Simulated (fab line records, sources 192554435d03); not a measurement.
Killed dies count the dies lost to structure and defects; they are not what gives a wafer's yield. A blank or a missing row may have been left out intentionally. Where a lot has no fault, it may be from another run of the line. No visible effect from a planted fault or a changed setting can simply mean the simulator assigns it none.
Chamber matching + flow n5Finfet + N5_BEOL_M4_STRIP_19 on rieDiel-04 has 4 sister chambers
The step strips in O2. 4 wafers are shown with their chamber, then 8 later ones without.

## WAFERS WITH THEIR CHAMBER
| wafer  | chamber | drypumpMotorCurrentA (A) |
|--------|---------|--------------------------|
| L078.6 | 0       | 6.4                      |
| L082.2 | 2       | 5.5                      |
| L083.3 | 1       | 6.1                      |
| L083.5 | 3       | 5.7                      |

## WAFERS WHOSE CHAMBER IS MISSING
| wafer  | drypumpMotorCurrentA (A) |
|--------|--------------------------|
| L086.1 | 5.7                      |
| L086.4 | 5.5                      |
| L086.5 | 5.5                      |
| L087.2 | 5.5                      |
| L087.5 | 6.4                      |
| L087.6 | 5.4                      |
| L095.3 | 5.7                      |
| L095.5 | 6.4                      |

## WHICH CHAMBER EACH WENT THROUGH
| wafer  | from the rows above | in truth |
|--------|---------------------|----------|
| L086.1 | 3                   | 3        |
| L086.4 | 2                   | 2        |
| L086.5 | 2                   | 2        |
| L087.2 | 2                   | 2        |
| L087.5 | 0                   | 0        |
| L087.6 | 2                   | 2        |
| L095.3 | 3                   | 3        |
| L095.5 | 0                   | 0        |
Correctly placed: 8 of 8. Left unplaced by these rows: 0. Wrongly placed: 0.
How it was worked out, from the rows above alone: a wafer's distance from a chamber is the root of the sum, over the readings, of the square of ((its reading less the chamber's mean) divided by the reading's scatter). The wafer belongs to the nearest chamber; if the next one is less than 2 further off, it can't be placed. For every chamber, the mean is computed from those of its wafers that are shown. The scatter: with one shown wafer a chamber, the root of the mean of the squares of how far each hidden wafer lies from its nearest shown one.
